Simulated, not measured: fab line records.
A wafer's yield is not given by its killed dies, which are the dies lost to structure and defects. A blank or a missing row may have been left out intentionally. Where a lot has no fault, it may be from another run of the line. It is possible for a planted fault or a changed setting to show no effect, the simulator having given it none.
Which tool did it? || flow n5_finfet || 9 lots with 27 wafers sampled at 4 steps, on a route of 1938 steps

== WHAT THE GAUGES READ, wafer by wafer ==
N5_HKMG_FIN_INSPECT_14: inspects for defects (macro).
{"lot": "L887", "measured": "day 4 07:58", "on": "defect_inspect-01", "raw_defect_count": "4 1 1"}
{"lot": "L889", "measured": "day 4 20:42", "on": "defect_inspect-02", "raw_defect_count": "2 2 2"}
{"lot": "L890", "measured": "day 5 03:55", "on": "defect_inspect-02", "raw_defect_count": "19 16 18"}
{"lot": "L891", "measured": "day 5 10:29", "on": "defect_inspect-02", "raw_defect_count": "16 21 23"}
{"lot": "L900", "measured": "day 7 16:49", "on": "defect_inspect-02", "raw_defect_count": "0 3 2"}
{"lot": "L902", "measured": "day 8 12:12", "on": "defect_inspect-01", "raw_defect_count": "2 1 2"}
{"lot": "L906", "measured": "day 9 07:47", "on": "defect_inspect-02", "raw_defect_count": "3 2 4"}
{"lot": "L907", "measured": "day 9 10:26", "on": "defect_inspect-02", "raw_defect_count": "1 1 2"}
{"lot": "L908", "measured": "day 9 22:00", "on": "defect_inspect-02", "raw_defect_count": "3 2 0"}

== WHAT TOOL EACH LOT RAN ON (gives the tool, then ch and the chambers of the sampled wafers, and finally the start) ==
{"lot": "L887", "N5_SDB_ETCH_25": "rie_diel-01 ch 2,3, day 3 23:32", "N5_HKMG_FIN_ETCH_58": "rie_diel-05 ch 1,3, day 4 04:55", "N5_HKMG_FIN_STRIP_60": "plasma_asher-01 ch 0,1, day 4 05:30"}
{"lot": "L889", "N5_SDB_ETCH_25": "rie_diel-01 ch 0,2, day 4 12:19", "N5_HKMG_FIN_ETCH_58": "rie_diel-05 ch 0,2,3, day 4 17:34", "N5_HKMG_FIN_STRIP_60": "plasma_asher-02 ch 0,1, day 4 18:09"}
{"lot": "L890", "N5_SDB_ETCH_25": "rie_diel-05 ch 0,2,3, day 4 19:18", "N5_HKMG_FIN_ETCH_58": "rie_diel-01 ch 0,1,3, day 5 00:49", "N5_HKMG_FIN_STRIP_60": "plasma_asher-01 ch 0,1, day 5 01:23"}
{"lot": "L891", "N5_SDB_ETCH_25": "rie_diel-05 ch 1,2, day 5 01:49", "N5_HKMG_FIN_ETCH_58": "rie_diel-01 ch 2,3, day 5 07:23", "N5_HKMG_FIN_STRIP_60": "plasma_asher-02 ch 0,1, day 5 07:58"}
{"lot": "L900", "N5_SDB_ETCH_25": "rie_diel-04 ch 1,2, day 7 08:29", "N5_HKMG_FIN_ETCH_58": "rie_diel-04 ch 2,3, day 7 13:47", "N5_HKMG_FIN_STRIP_60": "plasma_asher-02 ch 0,1, day 7 14:22"}
{"lot": "L902", "N5_SDB_ETCH_25": "rie_diel-05 ch 0,2,3, day 8 03:26", "N5_HKMG_FIN_ETCH_58": "rie_diel-01 ch 0,2,3, day 8 09:01", "N5_HKMG_FIN_STRIP_60": "plasma_asher-02 ch 0,1, day 8 09:36"}
{"lot": "L906", "N5_SDB_ETCH_25": "rie_diel-04 ch 1,2,3, day 8 22:56", "N5_HKMG_FIN_ETCH_58": "rie_diel-05 ch 1,2, day 9 04:35", "N5_HKMG_FIN_STRIP_60": "plasma_asher-02 ch 0,1, day 9 05:10"}
{"lot": "L907", "N5_SDB_ETCH_25": "rie_diel-04 ch 1,3, day 9 01:23", "N5_HKMG_FIN_ETCH_58": "rie_diel-01 ch 0,1, day 9 07:12", "N5_HKMG_FIN_STRIP_60": "plasma_asher-01 ch 0,1, day 9 07:47"}
{"lot": "L908", "N5_SDB_ETCH_25": "rie_diel-01 ch 0,2, day 9 12:04", "N5_HKMG_FIN_ETCH_58": "rie_diel-04 ch 0,3, day 9 17:32", "N5_HKMG_FIN_STRIP_60": "plasma_asher-01 ch 0,1, day 9 18:07"}
- N5_SDB_ETCH_25: etches SiO2 in C4F6/O2, target depth 10 nm, time 3.3 s.
- N5_HKMG_FIN_ETCH_58: etches SOC in N2/H2, target depth 215.8 nm, time 741 s.
- N5_HKMG_FIN_STRIP_60: strips in N2/H2, time 360 s.

== THE ANSWER, worked out from the rows above alone ==
Rule: the lots themselves supply what counts as usual. The widest of any qualifying gaps counts: lots, ordered by their means at a reading, are off when they make up no more than a third of the lots, leave a main group of 4 or more, and stand apart from it by 3 or more times the standard deviation of that group's means. The tables above print the reading to a certain number of digits; a main group whose means all agree to those digits is not used. Also off: a lot with no number at a reading for which 4 or more lots have one. Any other lot the step has rows for is counted as sound.
Off: L890, L891 (N5_HKMG_FIN_INSPECT_14, raw_defect_count). For the main group the mean is 1.9 and the standard deviation 0.49.
If a tool, at a process step before that reading, ran all the lots that are off and no sound lot after the first of them, it fits. Those tools and the gauges at N5_HKMG_FIN_INSPECT_14 are tried in the same way. No candidate that was tried fits.

== WHAT THE SIMULATOR HAD INSERTED ==
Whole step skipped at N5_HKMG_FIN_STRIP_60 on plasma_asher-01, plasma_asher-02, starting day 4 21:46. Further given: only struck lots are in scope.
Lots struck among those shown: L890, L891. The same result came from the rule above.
